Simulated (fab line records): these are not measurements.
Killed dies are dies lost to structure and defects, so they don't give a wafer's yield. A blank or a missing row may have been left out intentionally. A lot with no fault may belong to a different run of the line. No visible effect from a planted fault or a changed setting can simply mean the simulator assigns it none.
Chamber matching | flow n5 finfet | 4 sister chambers for N5_GATE_CUT_SAC_CAP_01 on ald sin-02
The step material SiNx, target thk 24 nm, pulse time 1 s, ald cycles 480. 4 wafers are shown with their chamber, then 11 later ones without.

EACH WAFER AND ITS CHAMBER
wafer  | chamber | heater power w (W)
L094.1 | 2       | 903
L094.2 | 3       | 789
L094.3 | 0       | 760
L094.4 | 1       | 821

WAFERS WITHOUT THEIR CHAMBER
wafer  | heater power w (W)
L094.5 | 901
L094.6 | 746
L096.2 | 790
L096.4 | 898
L096.5 | 759
L097.1 | 797
L097.2 | 795
L097.3 | 773
L097.4 | 910
L097.5 | 803
L097.6 | 794

EACH ONE'S CHAMBER
wafer  | from the rows above     | in truth
L094.5 | 2                       | 2
L094.6 | 0                       | 0
L096.2 | 3                       | 3
L096.4 | 2                       | 2
L096.5 | 0                       | 0
L097.1 | can't be placed: 3 or 1 | 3
L097.2 | 3                       | 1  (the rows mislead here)
L097.3 | can't be placed: 0 or 3 | 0
L097.4 | 2                       | 2
L097.5 | can't be placed: 3 or 1 | 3
L097.6 | 3                       | 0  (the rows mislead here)
6 of 11 placed correctly. These rows do not allow placing 3 (true chamber among the candidates in 3). Placed wrongly: 2.
How it was worked out, from the rows above alone: a wafer's distance from a chamber is the root of the sum, over the readings, of the square of ((its reading less the chamber's mean) divided by the reading's scatter). The wafer belongs to the nearest chamber; if the next one is less than 2 further off, it can't be placed. A chamber's mean is the mean of its shown wafers. The scatter (one wafer shown for each chamber): square how far every hidden wafer sits from the nearest shown wafer, average those squares and take the square root.
